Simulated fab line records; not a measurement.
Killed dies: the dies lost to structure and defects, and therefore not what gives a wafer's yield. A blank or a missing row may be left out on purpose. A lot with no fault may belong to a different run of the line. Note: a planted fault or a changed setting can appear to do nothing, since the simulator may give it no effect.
Which tool was responsible? / flow nand_harc / route of 1159 steps, sampled at 1 step: 12 lots, 36 wafers

== WHAT THE GAUGES READ, wafer by wafer ==
NHARC_P_CONTACT_CD_MEAS_12: target cd 90 nm.
lot=L074; measured=day 5 23:18; on=cd_sem-02; cd_nm (nm)=89.9 89.9 89.7
lot=L077; measured=day 6 05:38; on=cd_sem-01; cd_nm (nm)=90.0 90.3 89.9
lot=L079; measured=day 7 03:31; on=cd_sem-03; cd_nm (nm)=90.5 90.4 90.8
lot=L081; measured=day 7 08:53; on=cd_sem-02; cd_nm (nm)=90.5 90.2 90.6
lot=L083; measured=day 7 19:59; on=cd_sem-01; cd_nm (nm)=89.7 89.8 90.4
lot=L088; measured=day 8 20:16; on=cd_sem-02; cd_nm (nm)=89.8 89.6 89.5
lot=L085; measured=day 8 22:58; on=cd_sem-03; cd_nm (nm)=89.7 89.9 90.3
lot=L090; measured=day 9 10:21; on=cd_sem-01; cd_nm (nm)=89.9 89.9 90.1
lot=L091; measured=day 9 19:59; on=cd_sem-03; cd_nm (nm)=89.1 89.2 89.0
lot=L092; measured=day 10 06:59; on=cd_sem-01; cd_nm (nm)=90.6 90.3 90.6
lot=L095; measured=day 10 20:00; on=cd_sem-03; cd_nm (nm)=90.8 90.1 90.3
lot=L096; measured=day 11 01:50; on=cd_sem-02; cd_nm (nm)=90.7 90.2 90.0

== WHICH TOOL RAN EACH LOT (tool, then ch and the chambers of the sampled wafers, then the start) ==
The record holds no process step before these readings.

== THE ANSWER, worked out from the rows above alone ==
Rule: usual is defined by the lots themselves. The widest of any qualifying gaps counts: lots, ordered by their means at a reading, are off when they make up no more than a third of the lots, leave a main group of 4 or more, and stand apart from it by 3 or more times the standard deviation of that group's means. The tables above print the reading to a certain number of digits; a main group whose means all agree to those digits is not used. Also off: a lot with no number at a reading for which 4 or more lots have one. All remaining lots with rows at the step are treated as sound.
None of the lots is off at any reading shown; this tells nothing.

== WHAT WAS PUT IN BY THE SIMULATOR ==
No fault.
